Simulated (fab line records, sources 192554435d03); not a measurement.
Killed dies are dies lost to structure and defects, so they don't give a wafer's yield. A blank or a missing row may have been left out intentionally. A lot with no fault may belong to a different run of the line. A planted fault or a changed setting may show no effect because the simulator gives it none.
fab line records	flow n5Finfet
record: lots: 7	wafers: 39
route steps=1938 shown ZERO_LAYER@4 WELL_APT@24 FIN_SAQP@138 FIN_CUT@173 DUMMY_GATE@248 HKMG_FIN@448 MOL_CONTACT_COAG@570 PASSIVATION@1936
startH: the number of hours between the record's first day and the start of the first shown wafer of the lot	waitH: hours from the lot's prior step to this one	" unchanged from the row above	L1.1+2: one row covering several wafers at once	- value missing, or start not given	* or withheld: withheld	< > ~ a bound
route shown NAME@n: NAME is a module with steps in the file, n the number in the route of the first one	usual: average and standard deviation across the fault-free wafers	same: alike in all rows	chamber/n: place in a boat	sites: each site's reading	_std_site: how widely they spread, as a standard deviation	_edge_site: inner sites' mean taken away from outer sites' mean	radiusMm: for every site, how far away it sits from the centre of the wafer	mask NAME#n: copy n	behind: the last tool/chamber to shape the wafer	hold: why the lot was held/for how many hours/how that ended	device: whichever transistor did not switch (one of n, p or np)	end of line: the route-end tests of the same wafers	a step without rows: its recipe alone	killed: the dies lost at the first sort to structure and to defects; this is not the yield of the wafer	map: dies across one wafer; x = killed, . = not, _ = none there
set.NAME: the setting that was run; set.NAME@STEP: the one run at that earlier step	model.NAME: the simulator's own value behind a step, which no gauge read
one table per step and one row per wafer, for lots whose settings were changed on purpose
== steps ==
step: N5_ZERO_LAYER_PECVD_02
recipe: material: SiO2	targetThkA: 100	tempC: 400	precursor: SiH4/N2O	pressureTorr: 0.75	rfW: 275	timeS: 6
step: N5_WELL_APT_EXPOSE_05
recipe: maskId: NWELL	na: 0.8	sourceShape: conventional	sigmaOuter: 0.8	polarization: unpolarized	defocusNm: 0	targetCdNm: 200	doseMj: 20.3
step: N5_FIN_SAQP_SPACER2_ALD_28
recipe: material: SiO2	targetThkA: 81	tempC: 300	aldPrecursorFamily: BDEAS	aldCoReactant: O2-plasma	pulseTimeS: 1	purgeTimeS: 2	coReactantPurgeTimeS: 2	pressureTorr: 2
step: N5_FIN_CUT_CUT_ETCH_26
recipe: chemistry: CH3F/O2	target: SiNx	targetDepthA: 390	maskMaterial: SOC	timeS: 55.7	pressureMtorr: 30	sourceW: 395	biasW: 73	Ar_flow_sccm: 150	CH3F_flow_sccm: 30	O2_flow_sccm: 20	ionEnergyEv: 120
step: N5_DUMMY_GATE_ETCH_44
recipe: chemistry: HBr/O2	overEtchFrac: 0.7	targetDepthA: 1275	stopOn: SiO2	ionEnergyEv: 60	biasW: 20	target: poly-Si	maskMaterial: SiO2	pressureMtorr: 20	icpW: 400	HBr_flow_sccm: 120	O2_flow_sccm: 10
step: N5_DUMMY_GATE_ETCH_42
recipe: chemistry: CHF3/O2	target: SiO2	targetDepthA: 35	timeS: 31	ionEnergyEv: 30	biasW: 12	pressureMtorr: 30	sourceW: 600	Ar_flow_sccm: 200	CHF3_flow_sccm: 50	O2_flow_sccm: 5
step: N5_HKMG_FIN_NWFM_ALD_20
recipe: material: TiAlC	targetThkA: 20	tempC: 300	aldPrecursorFamily: TiCl4	aldCoReactant: TEA	pulseTimeS: 3	purgeTimeS: 2	coReactantPurgeTimeS: 2	coReactantPulseTimeS: 10	aldCycles: 7	pressureTorr: 3
step: N5_MOL_CONTACT_COAG_EXPOSE_81
recipe: maskId: VG	na: 0.33	sourceShape: annular	sigmaInner: 0.3	sigmaOuter: 0.7	polarization: unpolarized	defocusNm: 0	doseMj: 59.5
step: N5_PASSIVATION_PROBE_49
usual: killedAtContacts: 13/7.2	killedDies: 101/18
lot.wafer	tool	chamber	startH	waitH	set.targetThkA@ZERO_LAYER_PECVD_02	set.doseMj@WELL_APT_EXPOSE_05	set.targetThkA@FIN_SAQP_SPACER2_ALD_28	set.sourceW@FIN_CUT_CUT_ETCH_26	set.targetDepthA@DUMMY_GATE_ETCH_44	set.biasW@DUMMY_GATE_ETCH_42	set.coReactantPulseTimeS@HKMG_FIN_NWFM_ALD_20	set.doseMj@MOL_CONTACT_COAG_EXPOSE_81	killedAtContacts	killedDies
L078.1	prober-01	-	299.28	0.0	100	19.61	81	331.9	1275	12	11.6	59.5	7	99
L078.2	prober-01	-	299.33	0.1	87.9	19.61	81	395	1275	12	10	55.99	110	169
L078.3	prober-01	-	299.38	0.1	87.9	20.3	72.76	395	1275	12	11.6	55.99	105	204
L078.4	prober-01	-	299.43	0.2	100	19.61	72.76	331.9	1388	12	10	59.5	7	105
L078.5	prober-01	-	299.48	0.2	87.9	20.3	72.76	331.9	1388	12	11.6	55.99	114	178
L078.6	prober-01	-	299.53	0.3	100	20.3	81	395	1388	12	10	59.5	10	79
L080.1	prober-01	-	309.07	0.0	100	19.39	81	331	1275	13.93	10	59.5	3	107
L080.2	prober-01	-	309.12	0.1	100	19.39	81	395	1275	12	11.9	59.5	5	111
L080.3	prober-01	-	309.17	0.1	100	20.3	81	395	1188	12	10	57.25	25	113
L080.4	prober-01	-	309.22	0.2	100	20.3	81	395	1188	13.93	11.9	57.25	34	126
L080.5	prober-01	-	309.27	0.2	100	20.3	81	331	1275	12	10	57.25	44	146
L080.6	prober-01	-	309.32	0.3	100	19.39	81	331	1188	13.93	11.9	59.5	11	104
L079.1	prober-02	-	309.86	0.0	100	20.3	81	395	1275	12	10	59.5	14	85
L079.2	prober-02	-	309.91	0.1	100	20.3	81	395	1275	12	10	59.5	17	81
L079.5	prober-02	-	310.06	0.2	100	20.3	81	395	1275	12	10	59.5	16	96
L088.1	prober-02	-	362.32	0.0	100	20.3	81	395	1429	12	10	56.82	40	135
L088.2	prober-02	-	362.37	0.1	94.98	20.3	81	395	1275	11.17	10	56.82	29	98
L088.3	prober-02	-	362.42	0.1	94.98	20.3	81	395	1429	11.17	10	56.82	43	95
L088.4	prober-02	-	362.47	0.2	100	20.3	81	395	1275	12	10	59.5	9	85
L088.5	prober-02	-	362.52	0.2	94.98	20.3	81	395	1275	12	10	59.5	4	76
L088.6	prober-02	-	362.57	0.3	100	20.3	81	395	1429	11.17	10	59.5	10	98
L092.1	prober-02	-	397.99	0.6	100	20.3	81	356.2	1386	11.08	11.86	57.6	21	106
L092.2	prober-02	-	398.04	0.6	100	20.3	81	395	1386	12	10	59.5	18	88
L092.3	prober-02	-	398.09	0.7	111.4	18.73	81	395	1386	12	11.86	59.5	20	99
L092.4	prober-02	-	398.14	0.7	111.4	20.3	81	395	1275	11.08	10	57.6	27	104
L092.5	prober-02	-	398.19	0.8	100	18.73	81	356.2	1275	11.08	10	59.5	18	100
L092.6	prober-02	-	398.24	0.8	111.4	18.73	81	356.2	1275	12	11.86	57.6	22	103
L095.1	prober-01	-	398.14	0.1	88.39	19.1	81	365.4	1275	13.31	12.25	59.5	21	129
L095.2	prober-01	-	398.19	0.2	88.39	20.3	81	395	1197	13.31	12.25	57.1	39	139
L095.3	prober-01	-	398.24	0.2	100	19.1	81	395	1197	12	12.25	59.5	9	128
L095.4	prober-01	-	398.29	0.3	100	20.3	81	395	1275	13.31	10	59.5	12	96
L095.5	prober-01	-	398.34	0.3	88.39	19.1	81	365.4	1197	12	10	57.1	45	154
L095.6	prober-01	-	398.39	0.4	100	20.3	81	365.4	1275	12	10	57.1	40	158
L096.1	prober-01	-	410.95	0.0	100	20.3	69.36	395	1275	12	10	59.5	14	88
L096.2	prober-01	-	411.00	0.1	113.1	20.3	81	395	1275	12	10	59.5	21	103
L096.3	prober-01	-	411.05	0.1	100	20.3	81	395	1275	12	10	59.5	20	106
L096.4	prober-01	-	411.10	0.2	100	20.3	69.36	395	1399	12	10	59.5	21	94
L096.5	prober-01	-	411.15	0.2	113.1	20.3	81	395	1399	12	10	59.5	28	103
L096.6	prober-01	-	411.20	0.3	113.1	20.3	69.36	395	1399	12	10	59.5	35	118
killed by level:class
L078.1 FIN_SAQP:geometricParticle:short=19 FIN_SAQP:geometricParticle:open=10 BEOL_M1:geometricParticle:short=8 MOL_CONTACT_COAG:geometricParticle:open=7 BEOL_M4:geometricParticle:open=5 ILD0:geometricParticle:open=5 DUMMY_GATE:geometricParticle:open=4 BEOL_M2:geometricParticle:open=4
L078.2 MOL_CONTACT_COAG:areaExpose=93 MOL_CONTACT_COAG:geometricParticle:open=12 FIN_SAQP:geometricParticle:open=8 BEOL_M2:geometricParticle:open=6 MOL_CONTACT_COAG:geometricParticle:short=5 STI_FIN_REVEAL:geometricParticle:open=4 GATE_CUT:geometricParticle:short=4 FIN_SAQP:geometricParticle:short=3
L078.3 MOL_CONTACT_COAG:areaExpose=97 FIN_SAQP:geometricParticle:open=13 STI_FIN_REVEAL:geometricParticle:open=12 FIN_SAQP:geometricParticle:short=11 MOL_CONTACT_COAG:geometricParticle:open=8 BEOL_M1:geometricParticle:open=6 PASS1_CAP:geometricParticle:open=6 ILD0:geometricParticle:open=5
L078.4 FIN_SAQP:geometricParticle:open=19 STI_FIN_REVEAL:geometricParticle:open=9 ILD0:geometricParticle:short=9 FIN_SAQP:geometricParticle:short=8 BEOL_M4:geometricParticle:open=8 BEOL_M0_SAQP:geometricParticle:short=5 STI_FIN_REVEAL:geometricParticle:short=4 MOL_CONTACT_COAG:geometricParticle:open=4
L078.5 MOL_CONTACT_COAG:areaExpose=90 MOL_CONTACT_COAG:geometricParticle:open=20 FIN_SAQP:geometricParticle:open=13 STI_FIN_REVEAL:geometricParticle:open=8 FIN_SAQP:geometricParticle:short=4 GATE_CUT:geometricParticle:short=4 MOL_CONTACT_COAG:geometricParticle:short=4 BEOL_M4:geometricParticle:open=4
L078.6 FIN_SAQP:geometricParticle:open=11 MOL_CONTACT_COAG:geometricParticle:open=10 STI_FIN_REVEAL:geometricParticle:open=7 PASS1_CAP:geometricParticle:short=7 FIN_SAQP:geometricParticle:short=4 GATE_CUT:geometricParticle:short=3 BEOL_M0_SAQP:geometricParticle:short=3 PASS1_CAP:geometricParticle:open=3
L080.1 BEOL_M3:geometricParticle:open=14 BEOL_M4:geometricParticle:open=9 GATE_CUT:geometricParticle:short=8 FIN_SAQP:geometricParticle:open=7 STI_FIN_REVEAL:geometricParticle:open=7 BEOL_M0_SAQP:geometricParticle:short=6 BEOL_M2:geometricParticle:open=6 FIN_SAQP:geometricParticle:short=5
L080.2 STI_FIN_REVEAL:geometricParticle:open=14 BEOL_M0_SAQP:geometricParticle:open=13 BEOL_M3:geometricParticle:open=10 FIN_SAQP:geometricParticle:short=7 FIN_SAQP:geometricParticle:open=6 BEOL_M0_SAQP:geometricParticle:short=6 GATE_CUT:geometricParticle:short=5 BEOL_M2:geometricParticle:short=5
L080.3 MOL_CONTACT_COAG:areaExpose=15 BEOL_M0_SAQP:geometricParticle:open=10 FIN_SAQP:geometricParticle:short=9 MOL_CONTACT_COAG:geometricParticle:open=8 STI_FIN_REVEAL:geometricParticle:open=7 BEOL_M3:geometricParticle:open=7 BEOL_M0_SAQP:geometricParticle:short=6 GATE_CUT:geometricParticle:short=5
L080.4 MOL_CONTACT_COAG:areaExpose=23 GATE_CUT:geometricParticle:short=12 MOL_CONTACT_COAG:geometricParticle:open=10 BEOL_M3:geometricParticle:open=9 STI_FIN_REVEAL:geometricParticle:open=7 FIN_SAQP:geometricParticle:open=6 BEOL_M6:geometricParticle:open=6 FIN_SAQP:geometricParticle:short=5
L080.5 MOL_CONTACT_COAG:areaExpose=29 STI_FIN_REVEAL:geometricParticle:open=14 BEOL_M4:geometricParticle:open=11 GATE_CUT:geometricParticle:short=10 BEOL_M0_SAQP:geometricParticle:short=10 MOL_CONTACT_COAG:geometricParticle:open=8 MOL_CONTACT_COAG:geometricParticle:short=7 DUMMY_GATE:geometricParticle:open=6
L080.6 BEOL_M0_SAQP:geometricParticle:open=11 STI_FIN_REVEAL:geometricParticle:open=9 MOL_CONTACT_COAG:geometricParticle:open=9 GATE_CUT:geometricParticle:short=8 BEOL_M0_SAQP:geometricParticle:short=7 BEOL_M3:geometricParticle:open=6 FIN_SAQP:geometricParticle:open=5 BEOL_M4:geometricParticle:open=5
L079.1 MOL_CONTACT_COAG:geometricParticle:open=13 BEOL_M0_SAQP:geometricParticle:short=9 BEOL_M4:geometricParticle:open=8 BEOL_M0_SAQP:geometricParticle:open=5 STARTING-WAFER:geometricParticle:open=5 FIN_SAQP:geometricParticle:open=4 BEOL_M1:geometricParticle:open=4 STI_FIN_REVEAL:geometricParticle:open=3
L079.2 MOL_CONTACT_COAG:geometricParticle:open=12 BEOL_M0_SAQP:geometricParticle:open=8 BEOL_M3:geometricParticle:open=8 DUMMY_GATE:geometricParticle:open=7 STI_FIN_REVEAL:geometricParticle:open=5 MOL_CONTACT_COAG:geometricParticle:short=5 BEOL_M0_SAQP:geometricParticle:short=5 FIN_SAQP:geometricParticle:open=4
L079.5 BEOL_M2:geometricParticle:open=13 MOL_CONTACT_COAG:geometricParticle:open=13 BEOL_M0_SAQP:geometricParticle:open=13 FIN_SAQP:geometricParticle:open=12 BEOL_M0_SAQP:geometricParticle:short=6 GATE_CUT:geometricParticle:short=5 STI_FIN_REVEAL:geometricParticle:open=4 DUMMY_GATE:geometricParticle:open=4
L088.1 MOL_CONTACT_COAG:areaExpose=25 FIN_SAQP:geometricParticle:open=13 FIN_SAQP:geometricParticle:short=12 STI_FIN_REVEAL:geometricParticle:open=9 MOL_CONTACT_COAG:geometricParticle:open=9 BEOL_M4:geometricParticle:open=7 MOL_CONTACT_COAG:geometricParticle:short=6 BEOL_M0_SAQP:geometricParticle:short=6
L088.2 MOL_CONTACT_COAG:areaExpose=29 FIN_SAQP:geometricParticle:open=7 BEOL_M0_SAQP:geometricParticle:short=7 FIN_SAQP:geometricParticle:short=6 BEOL_M3:geometricParticle:open=6 STARTING-WAFER:geometricParticle:short=5 GATE_CUT:geometricParticle:short=4 BEOL_M5:geometricParticle:open=4
L088.3 MOL_CONTACT_COAG:areaExpose=34 FIN_SAQP:geometricParticle:open=7 MOL_CONTACT_COAG:geometricParticle:open=7 STI_FIN_REVEAL:geometricParticle:open=6 BEOL_M0_SAQP:geometricParticle:short=4 GATE_CUT:geometricParticle:short=3 BEOL_M1:geometricParticle:open=3 BEOL_M3:geometricParticle:open=3
L088.4 BEOL_M0_SAQP:geometricParticle:short=13 FIN_SAQP:geometricParticle:open=7 MOL_CONTACT_COAG:geometricParticle:open=7 FIN_SAQP:geometricParticle:short=6 BEOL_M0_SAQP:geometricParticle:open=5 STI_FIN_REVEAL:geometricParticle:open=4 BEOL_M2:geometricParticle:open=4 BEOL_M4:geometricParticle:open=4
L088.5 FIN_SAQP:geometricParticle:open=18 FIN_SAQP:geometricParticle:short=8 BEOL_M3:geometricParticle:open=7 GATE_CUT:geometricParticle:short=4 BEOL_M10:geometricParticle:open=4 STI_FIN_REVEAL:geometricParticle:open=3 MOL_CONTACT_COAG:geometricParticle:open=3 SPACER0:geometricParticle:short=2
L088.6 BEOL_M0_SAQP:geometricParticle:open=17 BEOL_M0_SAQP:geometricParticle:short=8 BEOL_M1:geometricParticle:open=7 MOL_CONTACT_COAG:geometricParticle:open=6 STI_FIN_REVEAL:geometricParticle:open=6 FIN_SAQP:geometricParticle:open=4 GATE_CUT:geometricParticle:open=4 GATE_CUT:geometricParticle:short=4
L092.1 MOL_CONTACT_COAG:geometricParticle:open=9 MOL_CONTACT_COAG:areaExpose=9 STI_FIN_REVEAL:geometricParticle:open=8 FIN_SAQP:geometricParticle:short=7 BEOL_M2:geometricParticle:open=7 BEOL_M3:geometricParticle:open=7 BEOL_M0_SAQP:geometricParticle:open=6 ILD0:geometricParticle:short=4
L092.2 MOL_CONTACT_COAG:geometricParticle:open=13 GATE_CUT:geometricParticle:short=7 BEOL_M0_SAQP:geometricParticle:short=7 BEOL_M1:geometricParticle:open=7 BEOL_M0_SAQP:geometricParticle:open=6 MOL_CONTACT_COAG:geometricParticle:short=5 BEOL_M3:geometricParticle:open=5 BEOL_M4:geometricParticle:open=5
L092.3 MOL_CONTACT_COAG:geometricParticle:open=14 GATE_CUT:geometricParticle:open=8 FIN_SAQP:geometricParticle:open=7 GATE_CUT:geometricParticle:short=7 BEOL_M4:geometricParticle:open=7 FIN_SAQP:geometricParticle:short=6 MOL_CONTACT_COAG:geometricParticle:short=6 BEOL_M0_SAQP:geometricParticle:open=5
L095.1 FIN_SAQP:geometricParticle:short=15 MOL_CONTACT_COAG:geometricParticle:open=14 STI_FIN_REVEAL:geometricParticle:open=13 FIN_SAQP:geometricParticle:open=10 BEOL_M1:geometricParticle:open=8 MOL_CONTACT_COAG:geometricParticle:short=7 BEOL_M3:geometricParticle:open=7 BEOL_M4:geometricParticle:open=7
L092.4 BEOL_M4:geometricParticle:open=14 MOL_CONTACT_COAG:areaExpose=14 MOL_CONTACT_COAG:geometricParticle:open=9 BEOL_M2:geometricParticle:open=7 PASS1_CAP:geometricParticle:short=6 STI_FIN_REVEAL:geometricParticle:open=4 MOL_CONTACT_COAG:geometricParticle:short=4 BEOL_M1:geometricParticle:open=4
L095.2 MOL_CONTACT_COAG:areaExpose=25 FIN_SAQP:geometricParticle:open=16 FIN_SAQP:geometricParticle:short=14 MOL_CONTACT_COAG:geometricParticle:open=13 BEOL_M1:geometricParticle:open=9 BEOL_M4:geometricParticle:open=7 DUMMY_GATE:geometricParticle:open=6 BEOL_M0_SAQP:geometricParticle:open=6
L092.5 MOL_CONTACT_COAG:geometricParticle:open=12 STI_FIN_REVEAL:geometricParticle:open=9 BEOL_M2:geometricParticle:open=9 PASS1_CAP:geometricParticle:open=8 DUMMY_GATE:geometricParticle:open=7 MOL_CONTACT_COAG:geometricParticle:short=6 BEOL_M2:geometricParticle:short=4 BEOL_M4:geometricParticle:open=4
L095.3 FIN_SAQP:geometricParticle:short=17 FIN_SAQP:geometricParticle:open=17 BEOL_M1:geometricParticle:open=16 BEOL_M0_SAQP:geometricParticle:open=9 MOL_CONTACT_COAG:geometricParticle:open=8 BEOL_M2:geometricParticle:open=6 DUMMY_GATE:geometricParticle:open=5 GATE_CUT:geometricParticle:short=5
L092.6 BEOL_M0_SAQP:geometricParticle:open=10 MOL_CONTACT_COAG:geometricParticle:open=9 BEOL_M0_SAQP:geometricParticle:short=9 MOL_CONTACT_COAG:areaExpose=9 BEOL_M2:geometricParticle:short=6 BEOL_M1:geometricParticle:open=5 STI_FIN_REVEAL:geometricParticle:open=4 MOL_CONTACT_COAG:geometricParticle:short=4
L095.4 FIN_SAQP:geometricParticle:open=17 FIN_SAQP:geometricParticle:short=11 BEOL_M1:geometricParticle:open=10 MOL_CONTACT_COAG:geometricParticle:open=9 BEOL_M0_SAQP:geometricParticle:open=6 ILD0:geometricParticle:open=4 BEOL_M0_SAQP:geometricParticle:short=4 BEOL_M2:geometricParticle:open=4
L095.5 MOL_CONTACT_COAG:areaExpose=26 FIN_SAQP:geometricParticle:open=14 MOL_CONTACT_COAG:geometricParticle:open=14 FIN_SAQP:geometricParticle:short=12 BEOL_M0_SAQP:geometricParticle:open=9 BEOL_M2:geometricParticle:open=7 BEOL_M1:geometricParticle:open=6 STI_FIN_REVEAL:geometricParticle:open=5
L095.6 MOL_CONTACT_COAG:geometricParticle:open=23 FIN_SAQP:geometricParticle:short=16 STI_FIN_REVEAL:geometricParticle:open=16 MOL_CONTACT_COAG:areaExpose=15 FIN_SAQP:geometricParticle:open=12 BEOL_M2:geometricParticle:open=8 BEOL_M4:geometricParticle:open=8 STARTING-WAFER:geometricParticle:open=6
L096.1 FIN_SAQP:geometricParticle:open=13 MOL_CONTACT_COAG:geometricParticle:open=11 BEOL_M0_SAQP:geometricParticle:short=8 BEOL_M0_SAQP:geometricParticle:open=8 FIN_SAQP:geometricParticle:short=7 STI_FIN_REVEAL:geometricParticle:open=7 BEOL_M1:geometricParticle:short=5 BEOL_M3:geometricParticle:open=5
L096.2 STI_FIN_REVEAL:geometricParticle:open=17 MOL_CONTACT_COAG:geometricParticle:open=17 BEOL_M0_SAQP:geometricParticle:short=9 BEOL_M3:geometricParticle:open=8 STARTING-WAFER:geometricParticle:short=6 FIN_SAQP:geometricParticle:open=5 MOL_CONTACT_COAG:geometricParticle:short=4 BEOL_M1:geometricParticle:short=4
L096.3 MOL_CONTACT_COAG:geometricParticle:open=17 STI_FIN_REVEAL:geometricParticle:open=14 BEOL_M1:geometricParticle:open=8 BEOL_M0_SAQP:geometricParticle:short=7 BEOL_M2:geometricParticle:open=7 BEOL_M0_SAQP:geometricParticle:open=6 BEOL_M3:geometricParticle:open=5 STI_FIN_REVEAL:geometricParticle:short=4
L096.4 MOL_CONTACT_COAG:geometricParticle:open=16 BEOL_M3:geometricParticle:open=7 FIN_SAQP:geometricParticle:short=6 STI_FIN_REVEAL:geometricParticle:open=6 FIN_SAQP:geometricParticle:open=5 DUMMY_GATE:geometricParticle:open=5 MOL_CONTACT_COAG:geometricParticle:short=5 BEOL_M1:geometricParticle:open=5
L096.5 MOL_CONTACT_COAG:geometricParticle:open=19 BEOL_M1:geometricParticle:open=12 MOL_CONTACT_COAG:geometricParticle:short=9 STI_FIN_REVEAL:geometricParticle:open=7 BEOL_M0_SAQP:geometricParticle:short=6 GATE_CUT:geometricParticle:short=5 BEOL_M3:geometricParticle:open=5 BEOL_M2:geometricParticle:open=5
L096.6 MOL_CONTACT_COAG:geometricParticle:open=28 STI_FIN_REVEAL:geometricParticle:open=11 BEOL_M3:geometricParticle:open=9 MOL_CONTACT_COAG:geometricParticle:short=7 BEOL_M2:geometricParticle:open=7 DUMMY_GATE:geometricParticle:open=6 GATE_CUT:geometricParticle:short=5 BEOL_M0_SAQP:geometricParticle:short=5
== key ==
split: step: N5_ZERO_LAYER_PECVD_02	setting: targetThkA	statedAs: 100
response none clear
split: step: N5_WELL_APT_EXPOSE_05	setting: doseMj	statedAs: 20.3
response none clear
split: step: N5_FIN_SAQP_SPACER2_ALD_28	setting: targetThkA	statedAs: 81
response none clear
split: step: N5_FIN_CUT_CUT_ETCH_26	setting: sourceW	statedAs: 395
response none clear
split: step: N5_DUMMY_GATE_ETCH_44	setting: targetDepthA	statedAs: 1275
response none clear
split: step: N5_DUMMY_GATE_ETCH_42	setting: biasW	statedAs: 12
response none clear
split: step: N5_HKMG_FIN_NWFM_ALD_20	setting: coReactantPulseTimeS	statedAs: 10
response none clear
split: step: N5_MOL_CONTACT_COAG_EXPOSE_81	setting: doseMj	statedAs: 59.5
response: step: N5_PASSIVATION_PROBE_49	reading: killedAtContacts	slope: -10.3	per: 1%	togetherWith: all	explained: 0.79
response: step: N5_PASSIVATION_PROBE_49	reading: killedDies	slope: -9.56	per: 1%	togetherWith: all	explained: 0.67
